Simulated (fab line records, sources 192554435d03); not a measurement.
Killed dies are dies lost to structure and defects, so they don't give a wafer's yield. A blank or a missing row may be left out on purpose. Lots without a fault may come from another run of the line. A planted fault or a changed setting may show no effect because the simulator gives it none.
A struck lot beside a sound one | flow n5_finfet | 36 steps out of a route of 1938
Sound: wafers L279.1, L279.3, L279.6. Struck: wafers L268.2, L268.4, L268.5. The cause comes at the end.
At each step with rows: each side's tool, then ch and its chambers, then its first start. Under that, the readings that differ: sound wafers | struck wafers | difference of the means | sigmas: that difference in standard deviations of wafers without a fault.
alike: readings whose means differ by less than 2 such deviations, and words and numbers that are the same on both sides. not compared: withheld readings, readings that some wafer has no value for, bounds like >300 that may hide the same value, and numbers for which the record gives no deviation and whose values overlap.
The two part at a step that has a row with sigmas, a row that says differs or no value, or rows on one side only. Numbers that don't overlap but have no deviation are shown without sigmas and don't part them. A reading that every wafer of one side lacks parts them only if that side has two wafers or more.

first, 9 steps without rows for these wafers: N5_BEOL_M4_ANNEAL_95 (time 240 s); N5_BEOL_M4_SPUTTER_96 (material Cu, target thk 4.5 nm, time 8.29 s); N5_BEOL_M4_ECD_50 (material Cu, target thk 300 nm); N5_BEOL_M4_ANNEAL_51 (time 90 s); N5_BEOL_M4_CMP_52 (polishes, stops on SiOC, t overpolish 6.8 s, target thk 40 nm); N5_BEOL_M4_PRE_CLEAN_60 (time 15 s); N5_BEOL_M4_CO_CAP_55 (material Co, precursor CCTBA/H2, target thk 2 nm, time 102.1 s); N5_BEOL_M4_PRE_CLEAN_56 (time 15 s); N5_BEOL_M4_DEP_57 (deposits SiCN from 3MS/NH3, target thk 8 nm, time 14 s).
N5_BEOL_M4_RC_MEAS_101:
  sound on prober-02 ch 0, day 14 13:37; struck on prober-02 ch 0, day 11 19:14
  reading       | sound          | struck         | difference | sigmas
  DIBL_P (mV/V) | 33.9 36.6 35.7 | 41.3 39.6 42.5 | +5.7       | +3
  alike: DIBL_N, IOFF_N, IOFF_P, ION_N, ION_P, SS_N, SS_P, VT_N, VT_P
then, 24 steps without rows for these wafers: N5_BEOL_M5_ILD_DEP_00 (deposits SiCOH lowk from DEMS/porogen, target thk 140.64 nm, time 25.9 s); N5_BEOL_M5_CURE_79 (cures SiCOH lowk, time 240 s); N5_BEOL_M5_PECVD_70 (deposits SiO2 from TEOS/O2, target thk 16 nm, time 18 s); N5_BEOL_M5_HM_DEP_02 (deposits TiN, target thk 20 nm); N5_BEOL_M5_COAT_59 (time 60 s, resist thk 60 nm); N5_BEOL_M5_COAT_60 (time 60 s, resist thk 12 nm); N5_BEOL_M5_COAT_71 (time 60 s, resist thk 5 nm); N5_BEOL_M5_COAT_05 (resist thk 30 nm); N5_BEOL_M5_EBR_07; N5_BEOL_M5_SOFTBAKE_06 (time 60 s); N5_BEOL_M5_EXPOSE_08 (exposes mask M5, target cd 28 nm); N5_BEOL_M5_PEB_09 (peb time 60 s); N5_BEOL_M5_DEVELOP_10 (develop time 30 s); N5_BEOL_M5_DESCUM_16 (chemistry O2, time 7 s); N5_BEOL_M5_ETCH_72 (etches underlayer in N2/H2, target depth 6.5 nm, time 5.2 s); N5_BEOL_M5_ETCH_61 (etches SiARC in CF4, target depth 15.6 nm, time 26 s); N5_BEOL_M5_ETCH_62 (etches SOC in N2/H2, target depth 75 nm, overetch 15 nm, time 112.5 s); N5_BEOL_M5_STRIP_63 (strips in N2/H2); N5_BEOL_M5_STRIP_73 (strips in N2/H2); N5_BEOL_M5_STRIP_64 (strips in CF4); N5_BEOL_M5_HM_OPEN_17 (chemistry Cl2/BCl3, target TiN, target depth 20 nm, overetch 6 nm); N5_BEOL_M5_STRIP_19 (strips in O2); N5_BEOL_M5_COAT_65 (time 60 s, resist thk 60 nm); N5_BEOL_M5_COAT_66 (time 60 s, resist thk 12 nm).
N5_BEOL_M5_ALD_86: deposits TaN, pulse time 2 s, purge time 3 s, co reactant purge time 2 s.
  sound on ald_metal-03 ch 0,2, day 14 19:08; struck on ald_metal-02 ch 2,3, day 12 02:28
  no value came back on the struck wafers for ald_cycles, chamber_pressure_Torr (Torr), heater_power_w (W); on the sound wafers ald_cycles reads 30 30 30
-- the record jumps here: 4 days lie between the struck wafers' starts before and after (it left off in module BEOL_M5 and takes up again in module PASSIVATION, whose first step shown is number 1936 of the route) --
N5_PASSIVATION_PROBE_49:
  sound on prober-01, day 19 00:38; struck on prober-02, day 16 00:32
  reading                  | sound          | struck            | difference | sigmas
  defect_limited_yield (%) | 94.1 92.7 91.9 | 0 0 0             | -93        | -62
  killed_at_M0_to_M3       | 22 22 19       | 51 71 41          | +33        | +3
  killed_at_M4_up          | 7 13 27        | 1067 1051 1085    | +1052      | +99 or more
  killed_dies              | 70 86 95       | 1180 1180 1180    | +1096      | +61
  killed_on_rim            | 17 15 12       | 152 152 152       | +137       | +38
  killed_open              | 38 61 69       | 86 101 72         | +30        | +2
  sort_bin_4_leakage (%)   | 0 0 0          | 89.32 87.63 90.68 | +89.21     | +99 or more
  sort_bin_5_function (%)  | 3.6 4.2 4.7    | 6.8 6.9 5.5       | +2.2       | +2
  sort_n_pass              | 1110 1094 1085 | 0 0 0             | -1096      | -61
  sort_yield_pct (%)       | 94.1 92.7 91.9 | 0 0 0             | -93        | -62
  alike: killed_at_contacts, killed_at_front_end, killed_at_other, killed_short, sort_bin_6_memory

WHERE THEY PART
First at N5_BEOL_M4_RC_MEAS_101; last, within this record, at N5_PASSIVATION_PROBE_49.

WHY: what the simulator had put in
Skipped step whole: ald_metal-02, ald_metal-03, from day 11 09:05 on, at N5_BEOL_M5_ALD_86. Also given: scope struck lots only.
